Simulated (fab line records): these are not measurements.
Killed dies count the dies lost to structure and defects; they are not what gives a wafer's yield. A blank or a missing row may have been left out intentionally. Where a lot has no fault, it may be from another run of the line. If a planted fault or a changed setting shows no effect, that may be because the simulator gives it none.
Chamber matching | flow nand_harc | NHARC_P_GATE_ETCH_104 on rie_diel-08 has 4 sister chambers
The step etches the open film in CF4/CHF3, target depth 60 nm. 4 wafers are shown with their chamber, then 12 later ones without.

## WAFERS, EACH WITH ITS CHAMBER
wafer  | chamber | drypump_motor_current_A (A)
L084.1 | 0       | 6.3
L085.1 | 2       | 4.9
L085.2 | 1       | 6.2
L085.3 | 3       | 6.2

## WAFERS WHOSE CHAMBER IS MISSING
wafer  | drypump_motor_current_A (A)
L091.3 | 4.9
L091.4 | 6.3
L091.5 | 4.9
L094.1 | 6.1
L094.3 | 6.2
L094.6 | 6.2
L095.1 | 6.1
L095.3 | 6.2
L095.5 | 4.9
L096.2 | 6.2
L096.4 | 6.1
L096.5 | 4.9

## CHAMBER TAKEN BY EACH
wafer  | from the rows above          | in truth
L091.3 | 2                            | 2
L091.4 | can't be placed: 0 or 1 or 3 | 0
L091.5 | 2                            | 2
L094.1 | can't be placed: 1 or 3 or 0 | 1
L094.3 | can't be placed: 1 or 3 or 0 | 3
L094.6 | can't be placed: 1 or 3 or 0 | 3
L095.1 | can't be placed: 1 or 3 or 0 | 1
L095.3 | can't be placed: 1 or 3 or 0 | 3
L095.5 | 2                            | 2
L096.2 | can't be placed: 1 or 3 or 0 | 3
L096.4 | can't be placed: 1 or 3 or 0 | 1
L096.5 | 2                            | 2
4 of 12 placed correctly. These rows do not allow placing 8 (true chamber among the candidates in 8). Number placed wrongly: 0.
How it was worked out, from the rows above alone: a wafer's distance from a chamber is the root of the sum, over the readings, of the square of ((its reading less the chamber's mean) divided by the reading's scatter). The wafer belongs to the nearest chamber; if the next one is less than 2 further off, it can't be placed. The mean given for a chamber averages the wafers shown for that chamber. The scatter (one wafer shown for each chamber): square how far every hidden wafer sits from the nearest shown wafer, average those squares and take the square root.
